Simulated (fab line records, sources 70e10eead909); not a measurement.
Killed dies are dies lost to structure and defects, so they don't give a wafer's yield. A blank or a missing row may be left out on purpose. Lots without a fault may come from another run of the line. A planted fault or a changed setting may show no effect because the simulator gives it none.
Chamber matching | flow nand_harc | NHARC_A_STAIRCASE_DESCUM_291 on rie_diel-08: 4 sister chambers
The step chemistry O2, time 3 s. 20 wafers are shown with their chamber, then 10 later ones without.

WAFERS WITH THEIR CHAMBER
wafer  | chamber | drypump_motor_current_A (A) | showerhead_plenum_p_Torr (Torr) | oes_product_au (a.u.)
L076.3 | 3       | 6.4                         | 1.87                            | 0.999
L076.4 | 3       | 6.3                         | 1.88                            | 0.998
L076.5 | 2       | 6.3                         | 1.89                            | 0.982
L077.4 | 2       | 6.3                         | 1.89                            | 0.988
L077.5 | 3       | 6.4                         | 1.87                            | 0.995
L077.6 | 1       | 6.4                         | 1.82                            | 1.001
L080.1 | 0       | 5.7                         | 1.89                            | 0.996
L080.2 | 2       | 6.2                         | 1.89                            | 0.995
L080.6 | 1       | 6.4                         | 1.81                            | 1.011
L086.2 | 2       | 6.3                         | 1.88                            | 0.979
L086.4 | 0       | 5.7                         | 1.89                            | 0.974
L086.5 | 2       | 6.3                         | 1.88                            | 0.982
L087.4 | 0       | 5.7                         | 1.89                            | 0.997
L087.5 | 1       | 6.4                         | 1.81                            | 1.003
L087.6 | 2       | 6.3                         | 1.88                            | 0.989
L088.3 | 0       | 5.6                         | 1.88                            | 0.982
L088.4 | 2       | 6.3                         | 1.88                            | 0.997
L088.6 | 0       | 5.7                         | 1.88                            | 0.992
L090.1 | 3       | 6.4                         | 1.87                            | 1.006
L090.2 | 1       | 6.4                         | 1.81                            | 0.991

SIGNATURES (means of the wafers above)
reading                  | chamber 0 | chamber 1 | chamber 2 | chamber 3 | scatter within a chamber
drypump_motor_current_A  | 5.680     | 6.400     | 6.286     | 6.375     | 0.0388
showerhead_plenum_p_Torr | 1.8860    | 1.8125    | 1.8843    | 1.8725    | 0.00525
oes_product_au           | 0.98820   | 1.00150   | 0.98743   | 0.99950   | 0.00768
Rule: a wafer's distance from a chamber is the root of the sum, over the readings, of the square of ((its reading less the chamber's mean) divided by the reading's scatter). The wafer belongs to the nearest chamber; if the next one is less than 2 further off, it can't be placed. The scatter: the root of (the sum of the squares of (reading less its chamber's mean) over the shown wafers, divided by (wafers less chambers)).

WAFERS WITHOUT THEIR CHAMBER
wafer  | drypump_motor_current_A (A) | showerhead_plenum_p_Torr (Torr) | oes_product_au (a.u.)
L090.3 | 6.2                         | 1.88                            | 0.996
L092.1 | 5.7                         | 1.88                            | 0.983
L092.3 | 6.3                         | 1.87                            | 0.988
L092.4 | 6.3                         | 1.88                            | 0.989
L096.1 | 6.3                         | 1.88                            | 1.003
L096.3 | 5.7                         | 1.88                            | 0.995
L096.5 | 6.4                         | 1.81                            | 1.010
L095.2 | 6.5                         | 1.81                            | 1.001
L095.4 | 5.6                         | 1.88                            | 0.990
L095.6 | 5.7                         | 1.88                            | 0.995

WHICH CHAMBER EACH WENT THROUGH
wafer  | from the rows above     | in truth
L090.3 | 2                       | 2
L092.1 | 0                       | 0
L092.3 | can't be placed: 3 or 2 | 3
L092.4 | can't be placed: 2 or 3 | 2
L096.1 | can't be placed: 2 or 3 | 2
L096.3 | 0                       | 0
L096.5 | 1                       | 1
L095.2 | 1                       | 1
L095.4 | 0                       | 0
L095.6 | 0                       | 0
Placed correctly: 7 of 10. Can't be placed from these rows: 3 (the true chamber is among the candidates in 3). Placed wrongly: 0.
